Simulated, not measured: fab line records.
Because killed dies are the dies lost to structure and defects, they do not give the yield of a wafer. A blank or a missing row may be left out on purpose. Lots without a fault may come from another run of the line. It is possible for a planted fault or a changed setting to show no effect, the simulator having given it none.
Matching of chambers | flow n5_finfet | N5_GATE_CUT_ETCH_36 on rie_diel-03 has 4 sister chambers
The step etches SiARC in CF4, target depth 13 nm, time 21.7 s. 24 wafers are shown with their chamber, then 12 later ones without.

== EACH WAFER AND ITS CHAMBER ==
wafer  | chamber | drypump_motor_current_A (A) | showerhead_plenum_p_Torr (Torr) | throttle_valve_pct (%)
L075.1 | 0       | 5.9                         | 2.15                            | 15.60
L075.4 | 3       | 5.6                         | 2.28                            | 15.24
L075.5 | 3       | 5.6                         | 2.28                            | 15.25
L076.2 | 1       | 5.9                         | 2.06                            | 15.73
L076.3 | 2       | 5.0                         | 2.16                            | 15.67
L076.6 | 3       | 5.6                         | 2.28                            | 15.25
L077.1 | 3       | 5.7                         | 2.28                            | 15.26
L077.2 | 0       | 5.9                         | 2.15                            | 15.63
L077.4 | 1       | 6.0                         | 2.06                            | 15.73
L078.1 | 1       | 6.0                         | 2.06                            | 15.74
L078.2 | 2       | 5.0                         | 2.16                            | 15.68
L078.6 | 1       | 6.0                         | 2.06                            | 15.73
L080.2 | 1       | 6.0                         | 2.06                            | 15.75
L080.3 | 2       | 5.0                         | 2.16                            | 15.68
L080.4 | 0       | 5.9                         | 2.15                            | 15.63
L085.2 | 0       | 5.9                         | 2.14                            | 15.62
L085.5 | 0       | 5.9                         | 2.14                            | 15.64
L085.6 | 1       | 6.0                         | 2.05                            | 15.75
L086.1 | 0       | 5.9                         | 2.14                            | 15.64
L086.2 | 3       | 5.6                         | 2.27                            | 15.28
L086.5 | 2       | 5.0                         | 2.16                            | 15.71
L090.1 | 2       | 5.0                         | 2.15                            | 15.72
L090.2 | 1       | 6.0                         | 2.05                            | 15.79
L090.6 | 3       | 5.6                         | 2.27                            | 15.29

SIGNATURES (means of the wafers above)
reading                  | chamber 0 | chamber 1 | chamber 2 | chamber 3 | scatter within a chamber
drypump_motor_current_A  | 5.900     | 5.986     | 5.000     | 5.617     | 0.0291
showerhead_plenum_p_Torr | 2.1450    | 2.0571    | 2.1580    | 2.2767    | 0.00503
throttle_valve_pct       | 15.6267   | 15.7457   | 15.6920   | 15.2617   | 0.0196
Rule: distance of a wafer from a chamber = root of the sum over the readings of ((wafer's reading minus chamber's mean) / reading's scatter) squared. If the next closest chamber is less than 2 further off than the closest, the wafer can't be placed; otherwise it belongs to the closest. The scatter: take each reading less its chamber's mean, square it, sum over the shown wafers, divide by the number of wafers less the number of chambers, and take the root.

== WAFERS WITH NO CHAMBER GIVEN ==
wafer  | drypump_motor_current_A (A) | showerhead_plenum_p_Torr (Torr) | throttle_valve_pct (%)
L091.4 | 5.6                         | 2.27                            | 15.31
L091.5 | 5.9                         | 2.14                            | 15.68
L091.6 | 5.6                         | 2.27                            | 15.31
L093.1 | 5.0                         | 2.15                            | 15.73
L093.3 | 5.6                         | 2.27                            | 15.32
L093.4 | 6.0                         | 2.05                            | 15.80
L095.2 | 5.9                         | 2.14                            | 15.67
L095.4 | 5.0                         | 2.15                            | 15.74
L095.5 | 5.9                         | 2.14                            | 15.67
L096.1 | 6.0                         | 2.04                            | 15.81
L096.4 | 5.9                         | 2.14                            | 15.68
L096.5 | 5.9                         | 2.14                            | 15.70

== EACH ONE'S CHAMBER ==
wafer  | from the rows above | in truth
L091.4 | 3                   | 3
L091.5 | 0                   | 0
L091.6 | 3                   | 3
L093.1 | 2                   | 2
L093.3 | 3                   | 3
L093.4 | 1                   | 1
L095.2 | 0                   | 0
L095.4 | 2                   | 2
L095.5 | 0                   | 0
L096.1 | 1                   | 1
L096.4 | 0                   | 0
L096.5 | 0                   | 0
Placed correctly: 12 of 12. Not placeable from these rows: 0. 0 placed wrongly.
